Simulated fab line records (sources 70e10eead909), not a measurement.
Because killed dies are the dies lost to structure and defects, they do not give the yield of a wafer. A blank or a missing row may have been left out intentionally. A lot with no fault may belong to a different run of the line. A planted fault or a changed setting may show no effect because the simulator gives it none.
fab line records | flow nandHarc | part 1 of 2: steps 1 to 4 of 6
record lots=22 wafers=66 lastDay=33
route steps=1302 shown A_ZERO_WELL@403 A_ONON_D1@449 A_CHANNEL_HOLE_D1@468 A_CHANNEL_FILL_D1@509
lots with no fault: from the same line, run without faults
startH: hours from the record's opening day to when the first of the lot's shown wafers began | waitH: time in hours since the lot's previous step | " the same as in the row above | L1.1+2: several wafers, shown together as one row | - no value present, or no start provided | * or withheld: withheld | < > ~ a bound
route shown NAME@n: a module of which the file shows steps, and the number in the route of the first | usual: mean/standard deviation taken from wafers without a fault | same: alike in all rows | chamber/n: place in a boat | sites: the reading at each site | _std_site: how widely they spread, as a standard deviation | _edge_site: the outer-site mean with the inner-site mean subtracted | radiusMm: for every site, how far away it sits from the centre of the wafer | mask NAME#n: copy n | behind: the last tool/chamber to shape the wafer | hold: the reason the lot was held/the length of the hold in hours/how it ended | device: transistor that didn't switch, given as n, p or np | end of line: the same wafers' tests at the end of the route | step lacking rows: just its recipe | killed: dies that structure and defects cost at the first sort, which is not the same as the wafer's yield | map: a wafer's dies, marking killed ones x, the rest . and places with no die _
set.NAME: the setting that was run; set.NAME@STEP: the one run at that earlier step | model.NAME: the simulator's own value behind a step, which no gauge read
a sample of lots followed through the steps of the route, with each step as a table and each wafer as a row
services: when a tool's chamber went out of use (startH, in hours from the record's first day, below 0 if earlier), for how many hours, and the reason
## steps
# step NHARC_A_ZERO_WELL_DESCUM_12
# recipe timeS=3 o2FlowSccm=200 arFlowSccm=0 biasPowerW=0 chemistry=O2
# usual drypumpMotorCurrentA=5.7/0.42 oesProductAu=0.999/0.0062 rfVppV=57.7/0.83 showerheadPlenumPTorr=1.89/0.07 throttleValvePct=11.310/0.0088
# same timeS=3
# columns lot.wafer tool chamber startH waitH drypumpMotorCurrentA oesProductAu rfHoursCounterH rfVppV showerheadPlenumPTorr throttleValvePct
L074.1 rieDiel-10 3 136.03 - 5.4 1.002 2 58.3 1.81 11.312
L074.3 " 2 " " 5.7 1.002 2 59.3 1.91 11.296
L074.6 " 0 " " 6.0 1.000 - 57.0 1.84 11.310
L075.2 rieDiel-04 2 148.07 - 5.7 0.999 21 57.8 2.01 11.303
L075.3 " 0 " " 6.8 1.000 24 56.1 1.78 11.308
L075.4 " 1 " " 5.1 0.992 21 57.3 1.91 11.297
L076.1 rieDiel-10 3 159.06 - 5.4 0.991 3 56.3 1.80 11.322
L076.2 " 1 " " 5.6 1.002 3 56.6 1.90 11.300
L076.3 " 2 " " 5.7 0.999 3 58.1 1.91 11.314
L077.4 rieDiel-10 0 171.40 - 5.9 1.002 3 59.2 1.84 11.306
L077.1 " 1 " " 5.6 1.004 3 58.1 1.90 11.293
L077.5 " 2 " " 5.7 1.007 - 57.8 1.91 11.313
L078.3 rieDiel-04 2 176.41 - 5.7 0.995 28 58.6 2.01 11.312
L078.2 " 3 " " 6.3 0.989 31 59.1 1.95 11.328
L078.5 " 1 " " 5.1 0.994 - 58.0 1.91 11.318
L079.3 rieDiel-04 2 188.65 - 5.7 0.993 0 59.2 2.01 11.311
L079.2 " 1 " " 5.1 1.008 0 58.3 1.91 11.302
L079.5 " 2 " " 5.7 1.004 - 58.3 2.01 11.307
L080.2 rieDiel-10 3 198.07 - 5.4 0.993 4 58.1 1.80 11.292
L080.1 " 0 " " 5.9 0.998 3 58.3 1.84 11.310
L080.5 " 2 " " 5.7 1.003 - 57.4 1.91 11.315
L081.1 rieDiel-04 1 209.07 - 5.1 0.998 2 56.1 1.90 11.314
L081.2 " 3 " " 6.2 0.994 0 57.7 1.95 11.314
L081.5 " 1 " " 5.1 0.993 - 58.6 1.91 11.311
L082.4 rieDiel-10 1 220.95 - 5.6 1.002 4 57.8 1.89 11.298
L082.1 " 2 " " 5.7 1.001 4 58.0 1.91 11.312
L082.6 " 3 " " 5.4 0.992 - 57.1 1.80 11.299
L083.2 rieDiel-13 0 224.78 - 6.4 1.005 17 57.0 1.83 11.308
L083.3 " 1 " " 5.2 1.001 19 57.5 1.91 11.307
L083.6 " 3 " " 5.0 1.008 - 58.2 2.01 11.319
L085.2 rieDiel-13 1 248.90 - 5.2 0.999 26 57.8 1.91 11.311
L085.6 " 2 " " 5.7 0.991 - 56.8 1.84 11.316
L085.5 " 1 " " 5.2 0.994 - 59.1 1.91 11.302
L086.4 rieDiel-10 1 263.29 - 5.6 1.005 0 58.1 1.89 11.309
L086.2 " 3 " " 5.4 1.005 0 56.9 1.80 11.315
L086.5 " 0 " " 6.0 0.998 - 57.5 1.83 11.316
L087.3 rieDiel-10 1 264.59 - 5.6 0.998 0 57.7 1.89 11.320
L087.2 " 2 " " 5.7 0.996 0 57.7 1.91 11.294
L087.4 " 3 " " 5.4 1.000 0 58.1 1.80 11.329
L089.3 rieDiel-13 2 293.44 - 5.8 1.001 42 58.2 1.84 11.298
L089.4 " 3 " " 5.0 0.991 40 57.7 2.00 11.316
L089.1 " 1 " " 5.2 0.992 40 58.5 1.90 11.306
L088.3 rieDiel-13 3 294.55 - 5.0 0.998 40 57.2 2.00 11.312
L088.4 " 2 " " 5.8 1.001 42 58.2 1.84 11.329
L088.6 " 0 " " 6.4 0.996 - 57.6 1.83 11.320
L091.3 rieDiel-04 2 312.78 - 5.7 1.002 20 57.4 2.01 11.309
L091.1 " 3 " " 6.3 0.998 21 58.4 1.94 11.308
L091.4 " 0 " " 6.8 1.001 22 56.1 1.77 11.306
L090.4 rieDiel-10 3 313.69 - 5.4 1.001 2 56.8 1.80 11.306
L090.5 " 1 " " 5.6 1.005 - 55.7 1.89 11.309
L090.6 " 2 " " 5.6 1.005 - 56.5 1.91 11.315
L092.4 rieDiel-10 1 329.39 - 5.6 1.020 2 56.6 1.89 11.310
L092.2 " 2 " " 5.7 1.000 2 58.3 1.91 11.324
L092.6 " 2 " " 5.7 1.009 - 57.5 1.91 11.308
L094.2 rieDiel-10 2 340.23 - 5.7 1.007 3 57.7 1.91 11.311
L094.5 " 2 " " 5.7 1.001 - 57.6 1.91 11.308
L094.6 " 3 " " 5.4 1.002 - 55.6 1.80 11.315
L093.1 rieDiel-04 0 346.35 - 6.8 1.004 27 55.9 1.77 11.306
L093.6 " 2 " " 5.7 0.996 - 58.4 2.00 11.312
L093.5 " 3 " " 6.2 1.005 - 58.7 1.94 11.315
L096.1 rieDiel-10 2 355.56 - 5.7 1.000 3 57.0 1.91 11.290
L096.5 " 3 " " 5.4 0.989 - 58.1 1.80 11.298
L096.6 " 0 " " 5.9 0.986 - 59.3 1.83 11.307
L097.2 rieDiel-10 1 366.65 - 5.6 1.004 3 56.8 1.89 11.288
L097.1 " 0 " " 5.9 0.987 3 56.9 1.83 11.315
L097.6 " 1 " " 5.6 1.003 - 58.7 1.89 11.313
# step NHARC_A_ONON_D1_INSPECT_32
# usual rawDefectCount=78/28
# columns lot.wafer tool chamber startH waitH rawDefectCount
L074.1 defectInspect-02 - 173.19 0.0 79
L074.3 " - " " 90
L074.6 " - " " 87
L075.2 defectInspect-01 - 182.76 0.0 61
L075.3 " - " " 67
L075.4 " - " " 57
L076.1 defectInspect-01 - 194.05 0.0 153
L076.2 " - " " 105
L076.3 " - " " 63
L077.1 defectInspect-01 - 206.17 0.0 81
L077.4 " - " " 67
L077.5 " - " " 101
L078.2 defectInspect-01 - 215.52 0.0 59
L078.3 " - " " 95
L078.5 " - " " 114
L080.1 defectInspect-02 - 233.46 0.0 69
L080.2 " - " " 57
L080.5 " - " " 62
L079.2 defectInspect-02 - 233.77 0.0 49
L079.3 " - " " 46
L079.5 " - " " 58
L081.1 defectInspect-02 - 249.75 0.0 99
L081.2 " - " " 62
L081.5 " - " " 52
L082.1 defectInspect-02 - 256.82 0.0 45
L082.4 " - " " 42
L082.6 " - " " 65
L083.2 defectInspect-02 - 264.95 0.0 73
L083.3 " - " " 66
L083.6 " - " " 98
L085.2 defectInspect-01 - 281.78 0.0 43
L085.5 " - " " 48
L085.6 " - " " 51
L086.2 defectInspect-01 - 299.76 0.0 90
L086.4 " - " " 109
L086.5 " - " " 99
L087.2 defectInspect-01 - 299.78 0.0 53
L087.3 " - " " 114
L087.4 " - " " 92
L088.3 defectInspect-01 - 328.81 0.0 56
L088.4 " - " " 83
L088.6 " - " " 85
L089.1 defectInspect-02 - 328.93 0.0 66
L089.3 " - " " 88
L089.4 " - " " 47
L091.1 defectInspect-01 - 347.43 0.0 65
L091.3 " - " " 100
L091.4 " - " " 69
L090.4 defectInspect-01 - 347.44 0.0 94
L090.5 " - " " 73
L090.6 " - " " 50
L092.2 defectInspect-02 - 364.35 0.0 92
L092.4 " - " " 63
L092.6 " - " " 45
L094.2 defectInspect-02 - 382.33 0.0 65
L094.5 " - " " 72
L094.6 " - " " 122
L093.1 defectInspect-01 - 391.24 0.0 59
L093.5 " - " " 105
L093.6 " - " " 82
L096.1 defectInspect-02 - 391.25 0.0 68
L096.5 " - " " 22
L096.6 " - " " 72
L097.1 defectInspect-01 - 406.62 0.0 83
L097.2 " - " " 58
L097.6 " - " " 72
# step NHARC_A_CHANNEL_HOLE_D1_ETCH_34
# recipe targetDepthA=1540 timeS=77 cf4FlowSccm=100 chf3FlowSccm=30 arFlowSccm=0 rfW=500 biasW=200 chemistry=CF4/CHF3
# usual drypumpMotorCurrentA=5.5/0.46 oesProductAu=0.950/0.022 rfFwdPowerW=496.6/1.9 rfVppV=370.8/2.2 showerheadPlenumPTorr=1.58/0.062 throttleValvePct=16.804/0.0086
# same timeS=77
# columns lot.wafer tool chamber startH waitH drypumpMotorCurrentA oesProductAu rfFwdPowerW rfHoursCounterH rfVppV showerheadPlenumPTorr throttleValvePct
L074.3 rieDiel-06 0 - - 5.3 0.969 498.0 4 370.8 1.58 16.812
L074.1 " 2 " " 5.0 0.979 499.0 4 373.8 1.66 16.799
L074.6 " 0 " " 5.3 0.981 497.5 - 370.7 1.58 16.813
L075.3 rieDiel-06 3 - - 5.7 0.955 493.2 5 368.1 1.53 16.810
L075.2 " 0 " " 5.3 0.955 496.2 6 372.2 1.58 16.810
L075.4 " 1 " " 5.6 0.987 500.6 7 371.8 1.62 16.796
L076.3 rieDiel-06 3 - - 5.8 0.933 492.5 7 369.1 1.53 16.815
L076.1 " 0 " " 5.3 0.925 499.5 7 370.9 1.58 16.794
L076.2 " 1 " " 5.6 0.936 497.5 8 372.0 1.62 16.797
L077.1 rieDiel-06 1 - - 5.6 0.973 497.0 9 370.7 1.62 16.805
L077.4 " 3 " " 5.8 0.959 493.7 - 370.0 1.53 16.799
L077.5 " 0 " " 5.3 0.958 499.9 - 369.7 1.58 16.808
L078.2 rieDiel-06 0 - - 5.3 0.973 499.1 9 370.7 1.58 16.799
L078.3 " 1 " " 5.6 0.971 501.1 10 371.3 1.62 16.809
L078.5 " 3 " " 5.7 0.974 494.5 - 368.5 1.53 16.788
L080.1 rieDiel-12 0 - - 5.0 0.928 493.4 36 368.1 1.47 16.808
L080.2 " 1 " " 4.8 0.923 495.1 49 370.4 1.57 16.802
L080.5 " 0 " " 5.0 0.928 494.9 - 365.7 1.47 16.792
L079.2 rieDiel-06 2 - - 5.0 0.921 494.3 9 372.5 1.66 16.797
L079.3 " 0 " " 5.3 0.921 498.5 11 369.3 1.58 16.823
L079.5 " 1 " " 5.6 0.937 498.7 - 371.9 1.61 16.801
L081.1 rieDiel-06 0 - - 5.3 0.928 496.9 12 372.0 1.58 16.806
L081.2 " 2 " " 5.0 0.921 498.4 11 373.6 1.66 16.796
L081.5 " 1 " " 5.6 0.925 498.8 - 371.7 1.61 16.809
L082.1 rieDiel-12 3 - - 6.2 0.926 496.0 50 373.8 1.67 16.788
L082.4 " 2 " " 6.4 0.931 497.1 53 368.9 1.52 16.815
L082.6 " 3 " " 6.3 0.923 495.1 - 374.8 1.67 16.805
L083.3 rieDiel-06 2 - - 5.0 0.972 496.5 12 375.1 1.66 16.800
L083.2 " 0 " " 5.3 0.930 499.5 14 372.0 1.58 16.808
L083.6 " 2 " " 5.0 0.972 495.6 - 374.0 1.66 16.806
L085.2 rieDiel-06 2 - - 5.0 0.930 495.7 14 372.6 1.66 16.801
L085.6 " 2 " " 5.0 0.928 494.9 - 373.4 1.66 16.795
L085.5 " 3 " " 5.7 0.926 495.0 - 368.2 1.53 16.793
L086.4 rieDiel-06 3 - - 5.7 0.963 495.9 15 368.7 1.53 16.788
L086.2 " 1 " " 5.6 0.986 497.8 18 372.4 1.61 16.796
L086.5 " 0 " " 5.3 0.961 499.5 - 370.0 1.58 16.804
L087.4 rieDiel-12 1 - - 4.8 0.928 498.6 1 370.0 1.56 16.795
L087.2 " 2 " " 6.4 0.928 494.4 5 368.6 1.51 16.797
L087.3 " 0 " " 5.0 0.923 494.2 5 367.4 1.47 16.794
L088.3 rieDiel-06 3 - - 5.7 0.960 496.0 0 369.4 1.53 16.809
L088.4 " 1 " " 5.6 0.975 498.6 0 370.9 1.61 16.805
L088.6 " 2 " " 5.0 0.963 496.3 - 374.0 1.66 16.802
L089.4 rieDiel-06 1 - - 5.6 0.950 498.8 1 371.9 1.61 16.808
L089.1 " 2 " " 5.0 0.948 496.1 1 374.3 1.66 16.801
L089.3 " 0 " " 5.3 0.954 497.9 1 371.0 1.58 16.801
L091.4 rieDiel-06 2 - - 5.0 0.971 496.0 3 373.5 1.66 16.806
L091.1 " 3 " " 5.8 0.962 493.0 2 368.7 1.52 16.808
L091.3 " 0 " " 5.3 0.963 499.5 3 370.6 1.58 16.805
L090.4 rieDiel-12 3 - - 6.3 0.922 497.1 26 374.8 1.67 16.814
L090.5 " 2 " " 6.4 0.931 497.5 - 367.8 1.51 16.792
L090.6 " 3 " " 6.3 0.927 497.4 - 373.8 1.67 16.802
L092.4 rieDiel-09 2 - - 5.7 0.962 495.8 15 372.4 1.60 16.812
L092.2 " 3 " " 6.5 0.963 495.2 18 371.7 1.63 16.803
L092.6 " 1 " " 5.5 0.986 494.2 - 366.5 1.46 16.813
L094.2 rieDiel-12 2 - - 6.4 0.965 495.7 32 368.0 1.51 16.810
L094.6 " 1 " " 4.8 0.967 496.6 - 370.7 1.56 16.793
L094.5 " 2 " " 6.4 0.969 495.4 - 368.3 1.51 16.797
L093.1 rieDiel-12 2 - - 6.4 0.973 495.2 37 368.3 1.51 16.788
L093.5 " 0 " " 5.0 0.957 499.4 - 366.7 1.46 16.815
L093.6 " 1 " " 4.8 0.973 498.0 - 369.5 1.56 16.806
L096.1 rieDiel-06 0 - - 5.3 0.931 496.5 5 372.1 1.58 16.802
L096.5 " 0 " " 5.3 0.927 496.0 - 370.3 1.58 16.811
L096.6 " 1 " " 5.6 0.937 496.2 - 372.2 1.61 16.808
L097.1 rieDiel-09 2 - - 5.7 0.957 497.2 28 371.2 1.60 16.824
L097.2 " 0 " " 5.2 0.940 494.0 36 368.8 1.56 16.810
L097.6 " 2 " " 5.7 0.965 497.7 - 370.5 1.60 16.810
# step NHARC_A_CHANNEL_HOLE_D1_ETCH_20
# recipe biasV=3000 sourceW=withheld pressureMtorr=20 timeS=361.9 arFlowSccm=375 c4f8FlowSccm=89.3 o2FlowSccm=35.7 tempC=-20 targetDepthA=16000 chemistry=C4F8/O2/Ar
# usual drypumpMotorCurrentA=6.2/0.45 showerheadPlenumPTorr=3.60/0.12 throttleValvePct=32.155/0.0096
# same timeS=361.9
# columns lot.wafer tool chamber startH waitH drypumpMotorCurrentA rfHoursCounterH showerheadPlenumPTorr throttleValvePct
L074.1 harEtch-01 1 177.49 0.1 5.5 69 3.58 32.139
L074.3 " 0 " " 6.0 - 3.74 32.162
L074.6 " 1 " " 5.5 - 3.58 32.148
L075.2 harEtch-02 1 186.82 0.1 6.3 306 3.57 32.147
L075.4 " 1 " " 6.3 - 3.57 32.155
L075.3 " 0 " " 6.8 - 3.53 32.143
L076.1 harEtch-02 0 204.38 0.1 6.8 318 3.52 32.150
L076.2 " 1 " " 6.3 318 3.57 32.146
L076.3 " 1 " " 6.4 - 3.57 32.162
L077.1 harEtch-01 0 212.05 0.1 6.0 91 3.73 32.158
L077.4 " 0 " " 6.0 - 3.73 32.167
L077.5 " 1 " " 5.5 - 3.57 32.169
L078.2 harEtch-02 1 219.74 0.1 6.3 325 3.56 32.153
L078.3 " 1 " " 6.3 - 3.56 32.172
L078.5 " 1 " " 6.3 - 3.56 32.153
L080.1 harEtch-01 0 238.69 0.1 6.0 99 3.73 32.159
L080.2 " 1 " " 5.6 99 3.57 32.161
L080.5 " 1 " " 5.5 - 3.57 32.167
L079.2 harEtch-02 0 239.16 0.1 6.7 333 3.52 32.143
L079.3 " 1 " " 6.4 - 3.56 32.159
L079.5 " 1 " " 6.3 - 3.56 32.142
L081.2 harEtch-02 1 257.77 0.1 6.3 345 3.55 32.156
L081.1 " 0 " " 6.8 345 3.51 32.156
L081.5 " 1 " " 6.3 - 3.55 32.148
L082.1 harEtch-02 0 263.17 0.1 6.7 348 3.51 32.156
L082.4 " 1 " " 6.3 - 3.55 32.127
L082.6 " 1 " " 6.3 - 3.55 32.156
L083.2 harEtch-01 1 270.54 0.1 5.5 122 3.56 32.146
L083.3 " 0 " " 6.0 - 3.71 32.158
L083.6 " 1 " " 5.5 - 3.55 32.171
L085.2 harEtch-01 1 289.56 0.1 5.5 137 3.55 32.171
L085.5 " 1 " " 5.5 - 3.55 32.141
L085.6 " 0 " " 6.0 - 3.71 32.173
L086.2 harEtch-02 0 304.18 0.1 6.7 375 3.49 32.167
L086.4 " 1 " " 6.3 - 3.54 32.160
L086.5 " 1 " " 6.3 - 3.54 32.168
L087.2 harEtch-01 0 305.67 0.1 6.0 145 3.70 32.143
L087.3 " 0 " " 6.0 - 3.70 32.162
L087.4 " 1 " " 5.5 - 3.54 32.163
L088.4 harEtch-02 1 334.14 0.2 6.3 - 3.53 32.171
L088.3 " 0 " " 6.8 - 3.49 32.145
L088.6 " 1 " " 6.3 - 3.53 32.175
L089.1 harEtch-01 0 334.73 0.1 6.0 160 3.69 32.141
L089.4 " 1 " " 5.5 - 3.53 32.168
L089.3 " 0 " " 6.0 - 3.69 32.151
L091.1 harEtch-02 0 355.41 0.1 6.8 402 3.48 32.169
L091.4 " 0 " " 6.7 - 3.48 32.162
L091.3 " 1 " " 6.3 - 3.52 32.148
L090.4 harEtch-01 0 356.39 0.2 6.0 - 3.69 32.151
L090.6 " 0 " " 6.0 - 3.69 32.164
L090.5 " 1 " " 5.5 - 3.53 32.143
L092.2 harEtch-02 0 368.58 0.1 6.8 406 3.48 32.154
L092.4 " 0 " " 6.7 - 3.48 32.138
L092.6 " 0 " " 6.8 - 3.48 32.156
L094.2 harEtch-01 1 393.70 0.1 5.5 195 3.52 32.146
L094.5 " 1 " " 5.5 - 3.52 32.166
L094.6 " 0 " " 6.0 - 3.67 32.161
L093.1 harEtch-02 1 397.29 0.1 6.3 0 3.93 32.151
L093.5 " 0 " " 6.7 - 3.93 32.162
L093.6 " 1 " " 6.3 - 3.93 32.152
L096.1 harEtch-01 0 397.93 0.1 6.0 199 3.67 32.165
L096.6 " 1 " " 5.5 - 3.51 32.143
L096.5 " 0 " " 6.0 - 3.67 32.171
L097.2 harEtch-02 1 410.81 0.1 6.3 8 3.93 32.149
L097.1 " 0 " " 6.8 8 3.93 32.147
L097.6 " 1 " " 6.3 - 3.93 32.152
